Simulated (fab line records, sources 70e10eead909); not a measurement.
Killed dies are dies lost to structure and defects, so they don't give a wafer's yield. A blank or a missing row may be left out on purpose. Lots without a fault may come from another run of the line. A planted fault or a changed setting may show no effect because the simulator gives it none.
A struck lot beside a sound one | flow nand_harc | 14 steps out of a route of 1159
Sound: wafers L456.3, L456.4, L456.5. Struck: wafers L449.2, L449.4, L449.5. The cause comes at the end.
At each step with rows: each side's tool, then ch and its chambers, then its first start. Under that, the readings that differ: sound wafers | struck wafers | difference of the means | sigmas: that difference in standard deviations of wafers without a fault.
alike: readings whose means differ by less than 2 such deviations, and words and numbers that are the same on both sides. not compared: withheld readings, readings that some wafer has no value for, bounds like >300 that may hide the same value, and numbers for which the record gives no deviation and whose values overlap.
The two part at a step that has a row with sigmas, a row that says differs or no value, or rows on one side only. Numbers that don't overlap but have no deviation are shown without sigmas and don't part them. A reading that every wafer of one side lacks parts them only if that side has two wafers or more.

NHARC_P_GATE_ETCHBACK_37: etches the open film in CHF3/O2, target depth 34.5 nm, time 17.2 s.
  sound on rie_diel-05 ch 2,3; struck on rie_diel-05 ch 2,3
  alike: chamber_pressure_mTorr, drypump_motor_current_A, oes_product_au, rf_vpp_V, showerhead_plenum_p_Torr, throttle_valve_pct
  not compared: rf_hours_counter_h
NHARC_P_GATE_STRIP_101: strips in O2, time 20 s.
  sound on rie_diel-05 ch 1,2,3, day 9 12:33; struck on rie_diel-05 ch 1,2,3, day 8 10:17
  alike: chamber_pressure_mTorr, drypump_motor_current_A, oes_product_au, rf_vpp_V, showerhead_plenum_p_Torr, throttle_valve_pct
  not compared: rf_hours_counter_h
then, 10 steps without rows for these wafers: NHARC_P_GATE_PRECLEAN_97 (cleans in SPM, time 600 s); NHARC_P_GATE_SRD_98; NHARC_P_GATE_PRECLEAN_99 (cleans in SC1); NHARC_P_GATE_SRD_100; NHARC_P_GATE_DEHYDRATE_38 (time 120 s); NHARC_P_GATE_HMDS_39 (time 30 s); NHARC_P_GATE_COAT_40; NHARC_P_GATE_SOFTBAKE_41 (time 95 s); NHARC_P_GATE_EBR_42; NHARC_P_GATE_EXPOSE_43 (exposes mask P NSD, target cd 720 nm).
NHARC_P_GATE_PEB_44: peb time 85 s.
  sound on litho_track-05 ch 0, day 9 13:16; struck on litho_track-03, day 8 10:59
  no value came back on the struck wafers for chill_plate_temp_C (C), exhaust_pa (Pa); on the sound wafers chill_plate_temp_C (C) reads 23.04 22.93 23.01
then, 1 step without rows for these wafers: NHARC_P_GATE_DEVELOP_45 (time 70 s).

WHERE THEY PART
Only at NHARC_P_GATE_PEB_44, within this record.

WHY: what the simulator had put in
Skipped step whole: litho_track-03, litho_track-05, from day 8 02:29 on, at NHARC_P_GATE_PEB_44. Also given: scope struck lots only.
